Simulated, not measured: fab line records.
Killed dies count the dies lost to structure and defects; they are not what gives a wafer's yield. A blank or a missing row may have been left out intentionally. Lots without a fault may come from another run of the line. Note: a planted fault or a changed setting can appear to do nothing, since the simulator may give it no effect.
Matching of chambers -- flow nand-harc -- 4 sister chambers for NHARC_A_CHANNEL_FILL_D2_ETCHBACK_19 on rie-si-02
The step etches the open film in HBr/Cl2, target depth 5 nm, time 1.7 s. 8 wafers are shown with their chamber, then 9 later ones without.

== EACH WAFER AND ITS CHAMBER ==
wafer,chamber,drypump-motor-current-A (A),oes-product-au (a.u.)
L078.1,3,6.6,1.001
L079.5,0,6.1,1.006
L079.6,3,6.5,0.994
L080.2,1,6.6,1.001
L080.4,0,6.1,1.010
L082.2,1,6.6,1.004
L082.4,2,5.3,0.995
L082.5,2,5.2,1.006

== WAFERS WHOSE CHAMBER IS MISSING ==
wafer,drypump-motor-current-A (A),oes-product-au (a.u.)
L084.1,6.5,1.004
L084.4,5.3,1.006
L084.6,6.5,1.010
L085.1,5.3,1.008
L085.2,6.5,1.010
L085.5,5.3,1.005
L094.1,6.6,0.995
L094.3,5.3,0.983
L094.6,6.1,0.980

== THE CHAMBER EACH PASSED THROUGH ==
wafer,from the rows above,in truth
L084.1,can't be placed: 3 or 1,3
L084.4,2,2
L084.6,can't be placed: 1 or 3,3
L085.1,2,2
L085.2,can't be placed: 1 or 3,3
L085.5,2,2
L094.1,can't be placed: 3 or 1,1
L094.3,2,2
L094.6,0,0
Placed correctly: 5 of 9. Not placeable from these rows: 4 (in 4, the candidates include the true chamber). 0 placed wrongly.
How it was worked out, from the rows above alone: a wafer's distance from a chamber is the root of the sum, over the readings, of the square of ((its reading less the chamber's mean) divided by the reading's scatter). If the next closest chamber is less than 2 further off than the closest, the wafer can't be placed; otherwise it belongs to the closest. For every chamber, the mean is computed from those of its wafers that are shown. The scatter is the square root of a quotient: the sum, over the shown wafers, of each reading's squared deviation from its chamber's mean, divided by wafers minus chambers.
